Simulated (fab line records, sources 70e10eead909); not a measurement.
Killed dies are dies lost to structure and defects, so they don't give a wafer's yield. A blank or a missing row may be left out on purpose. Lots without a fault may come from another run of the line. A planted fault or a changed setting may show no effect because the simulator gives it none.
Which tool did it? | flow nand_harc | 6 lots, 17 wafers sampled, at 2 steps of a route of 1159

WHAT THE GAUGES READ, wafer by wafer
NHARC_A_ONON_D1_THK_MEAS_30: measures by ellipsometry.
lot  | measured     | on            | thk_nm (nm)
L167 | day 8 12:04  | film_metro-01 | 1011 1009 1010
L169 | day 8 22:56  | film_metro-02 | 992 992 992
L171 | day 9 21:59  | film_metro-01 | 1001 999 1002
L177 | day 11 07:34 | film_metro-02 | 1615 1616
L182 | day 12 16:54 | film_metro-01 | 989 990 989
L185 | day 13 07:21 | film_metro-02 | 992 995 996

WHICH TOOL RAN EACH LOT (tool, then ch and the chambers of the sampled wafers, then the start)
lot  | NHARC_A_ONON_D1_DEP_28
L167 | pecvd_onon-03 ch 0, day 8 11:34
L169 | pecvd_onon-01 ch 0, day 8 22:25
L171 | pecvd_onon-03 ch 0, day 9 21:32
L177 | pecvd_onon-01 ch 0, day 11 07:14
L182 | pecvd_onon-04 ch 0, day 12 16:27
L185 | pecvd_onon-03 ch 0, day 13 06:50
- NHARC_A_ONON_D1_DEP_28: target thk 1000 nm.

THE ANSWER, worked out from the rows above alone
Rule: what is usual is taken from the lots themselves. Put in order of their means at a reading, lots are off if they are a third of the lots or fewer, leave a main group of 4 or more, and stand apart from it by a gap of 3 or more times the standard deviation of the main group's means; of several such gaps the widest counts. A main group whose means are all the same, to the digits that the tables above print for the reading, isn't used. A lot without any number at a reading at which 4 lots or more have one is off too. The other lots that the step has rows for count as sound.
Off: L177, at NHARC_A_ONON_D1_THK_MEAS_30 (thk_nm). The main group: mean 997 nm, standard deviation 7.4.
A tool fits if, at a process step before that reading, it ran every lot that is off, and no sound lot after the first of them. The gauges at NHARC_A_ONON_D1_THK_MEAS_30 are tried like those tools. One fits: pecvd_onon-01 at NHARC_A_ONON_D1_DEP_28. Its last sound lot is L169 (day 8 22:25), its first lot that is off L177 (day 11 07:14): a fault that began between those two fits.

WHAT THE SIMULATOR HAD PUT IN
Process parameter drift: pecvd_onon-01, from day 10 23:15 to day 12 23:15, at NHARC_A_ONON_D1_DEP_28. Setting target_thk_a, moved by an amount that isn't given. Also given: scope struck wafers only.
Lots struck among those shown: L177. The rule above found the same.
